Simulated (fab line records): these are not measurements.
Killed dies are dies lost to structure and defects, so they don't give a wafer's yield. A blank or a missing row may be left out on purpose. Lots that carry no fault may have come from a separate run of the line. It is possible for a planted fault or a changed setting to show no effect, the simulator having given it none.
Which tool did it?	flow nand harc	Sampling: 11 lots, 33 wafers, 7 of 1159 route steps

## WHAT EACH GAUGE READ, for each wafer
NHARC_P_M1_CD_MEAS_16.
lot	measured	on	cd nm (nm)
L127	day 5 19:28	cd sem-02	130.6 130.5 130.3
L128	day 6 11:55	cd sem-02	129.1 130.2 129.9
L129	day 6 15:22	cd sem-03	130.1 130.0 130.2
L137	day 8 14:05	cd sem-02	130.2 130.0 131.2
L140	day 9 10:44	cd sem-02	130.3 130.0 129.7
L143	day 10 03:31	cd sem-03	130.5 129.0 131.1
L144	day 10 13:50	cd sem-01	129.8 129.8 129.5
L148	day 11 03:23	cd sem-01	130.7 130.4 130.7
L146	day 11 09:43	cd sem-03	130.4 130.6 130.6
L149	day 11 10:40	cd sem-02	129.8 129.4 129.3
L150	day 11 19:53	cd sem-01	129.6 129.8 129.3

NHARC_P_M1_INSPECT_27.
lot	measured	on	raw defect count
L127	day 5 21:44	defect inspect-01	308 453 447
L128	day 6 14:12	defect inspect-02	324 334 286
L129	day 6 17:39	defect inspect-02	330 241 464
L137	day 8 16:49	defect inspect-02	1032 259 241
L140	day 9 13:00	defect inspect-02	286 211 492
L143	day 10 05:47	defect inspect-01	164 162 300
L144	day 10 16:06	defect inspect-02	165 223 262
L148	day 11 05:40	defect inspect-01	699 330 304
L146	day 11 12:04	defect inspect-01	352 352 369
L149	day 11 12:56	defect inspect-02	440 205 335
L150	day 11 22:11	defect inspect-02	201 347 274

NHARC_P_M2_INSPECT_11.
lot	measured	on	raw defect count
L127	day 5 23:08	defect inspect-02	2 3 4
L128	day 6 15:43	defect inspect-01	0 5 6
L129	day 6 19:14	defect inspect-01	2 8 9
L137	day 8 18:23	defect inspect-01	658 4 4
L140	day 9 14:34	defect inspect-01	9 4 8
L143	day 10 07:34	defect inspect-01	6 3 4
L144	day 10 17:43	defect inspect-02	7 6 1
L148	day 11 07:04	defect inspect-01	7 4 3
L146	day 11 13:35	defect inspect-01	2 1 2
L149	day 11 14:24	defect inspect-01	5 4 3
L150	day 11 23:43	defect inspect-01	5 4 4

NHARC_END_SORT_01.
lot	measured	on	defect limited yield (%)	killed at array	killed at other	killed at periphery	killed dies	killed open	killed short	sort_bin_2_pct (%)	sort_bin_3_pct (%)	sort_bin_4_pct (%)	sort n pass	sort rim yield pct (%)	sort yield pct (%)
L128	day 19 17:32	prober-01	96.8 96.2 96.8	21 24 21	1 1 0	0 1 1	22 26 22	2 4 2	0 2 3	0.4 1.6 0.6	0.30 0 0.15	2.5 2.2 2.5	655 651 655	99.1 99.1 100.0	96.8 96.2 96.8
L137	day 21 17:19	prober-01	40.3 96.8 97.6	13 18 13	0 2 0	391 2 3	404 22 16	3 4 2	2 3 0	22.6 0.9 0.9	5.17 0.44 0	31.9 1.9 1.5	273 655 661	36.8 99.1 99.1	40.3 96.8 97.6

## WHICH TOOL RAN EACH LOT (tool, then ch and the chambers of the sampled wafers, then the start)
lot	NHARC_P_M0_DEP_32	NHARC_P_M1_ANNEAL_31	NHARC_P_M1_CMP_23
L127	pecvd-01 ch 0,1,2, day 5 17:37	rtp anneal-01 ch 0, day 5 21:04	cmp-01 ch 0,2,3, day 5 21:19
L128	pecvd-01 ch 0,2, day 6 10:10	rtp anneal-02 ch 0, day 6 13:26	cmp-02 ch 1,2,3, day 6 13:43
L129	pecvd-01 ch 1,2, day 6 13:09	rtp anneal-01 ch 0, day 6 16:49	cmp-03 ch 0,1,2, day 6 17:13
L137	pecvd-01 ch 0,1,2, day 8 12:01	rtp anneal-01 ch 0, day 8 16:05	cmp-03 ch 0,2,3, day 8 16:25
L140	pecvd-01 ch 1,2, day 9 08:44	rtp anneal-02 ch 0, day 9 12:11	cmp-02 ch 0,3, day 9 12:32
L143	pecvd-01 ch 0,1, day 10 01:41	rtp anneal-01 ch 0, day 10 04:58	cmp-02 ch 1,2, day 10 05:20
L144	pecvd-04 ch 0,1,2, day 10 12:14	rtp anneal-02 ch 0, day 10 15:26	cmp-02 ch 0,1,3, day 10 15:43
L148	pecvd-02 ch 0,1,2, day 11 01:40	rtp anneal-01 ch 0, day 11 04:50	cmp-01 ch 0,2,3, day 11 05:11
L146	pecvd-04 ch 0,1,2, day 11 08:00	rtp anneal-01 ch 0, day 11 11:12	cmp-01 ch 0,1,3, day 11 11:33
L149	pecvd-04 ch 1,2, day 11 08:50	rtp anneal-02 ch 0, day 11 12:10	cmp-01 ch 0,1, day 11 12:29
L150	pecvd-04 ch 1,2, day 11 18:05	rtp anneal-02 ch 0, day 11 21:22	cmp-01 ch 2,3, day 11 21:42
- NHARC_P_M0_DEP_32: deposits SiCN, target thk 30 nm.
- NHARC_P_M1_ANNEAL_31: time 90 s.
- NHARC_P_M1_CMP_23: polishes, t overpolish 20 s, target thk 157.82 nm.

## WHAT THE TOOLS THEMSELVES READ (means of the sampled wafers that have a number; where no wafer has one, the mark that the record gives instead)
NHARC_P_M0_DEP_32.
lot	tool	heater power w (W)
L127	pecvd-01	566
L128	pecvd-01	591
L129	pecvd-01	519
L137	pecvd-01	581
L140	pecvd-01	539
L143	pecvd-01	557
L144	pecvd-04	606
L148	pecvd-02	533
L146	pecvd-04	613
L149	pecvd-04	496
L150	pecvd-04	539

NHARC_P_M1_ANNEAL_31.
lot	tool	wafer_temp_C_max
L127	rtp anneal-01	226.29
L128	rtp anneal-02	226.03
L129	rtp anneal-01	226.54
L137	rtp anneal-01	226.12
L140	rtp anneal-02	226.02
L143	rtp anneal-01	225.75
L144	rtp anneal-02	226.10
L148	rtp anneal-01	226.04
L146	rtp anneal-01	226.18
L149	rtp anneal-02	226.24
L150	rtp anneal-02	225.70

NHARC_P_M1_CMP_23.
lot	tool	motor current A (A)	time to endpoint s (s)
L127	cmp-01	12.2	27.1
L128	cmp-02	11.6	31.3
L129	cmp-03	12.8	28.3
L137	cmp-03	12.8	26.2
L140	cmp-02	10.3	31.4
L143	cmp-02	13.2	28.7
L144	cmp-02	11.4	27.8
L148	cmp-01	11.9	31.0
L146	cmp-01	11.7	30.9
L149	cmp-01	12.4	27.7
L150	cmp-01	11.6	29.6

## THE ANSWER, worked out from the rows above alone
Rule: the lots themselves supply what counts as usual. Put in order of their means at a reading, lots are off if they are a third of the lots or fewer, leave a main group of 4 or more, and stand apart from it by a gap of 3 or more times the standard deviation of the main group's means; of several such gaps the widest counts. The tables above print the reading to a certain number of digits; a main group whose means all agree to those digits is not used. A lot without any number at a reading at which 4 lots or more have one is off too. Any other lot the step has rows for is counted as sound. First the gauges in route order, then the tools' own readings, where a lot's mean is used as printed above. The first step at which some lot is off is used, and at that step the reading that is off furthest; a lot without a number counts as furthest.
Off: L137, at NHARC_P_M2_INSPECT_11 (raw defect count). Mean 4.4 and standard deviation 1.4 in the main group.
A tool fits if, at a process step before that reading, it ran every lot that is off, and no sound lot after the first of them. Those tools and the gauges at NHARC_P_M2_INSPECT_11 are tried in the same way. One fits: NHARC_P_M1_CMP_23 on cmp-03. A fault onset in the window from L129 (day 6 17:13, its last sound lot) to L137 (day 8 16:25, its first lot off) fits.

## WHAT THE SIMULATOR HAD INSERTED
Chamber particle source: cmp-03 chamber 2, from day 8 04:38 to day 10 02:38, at NHARC_P_M1_CMP_23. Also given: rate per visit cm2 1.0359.
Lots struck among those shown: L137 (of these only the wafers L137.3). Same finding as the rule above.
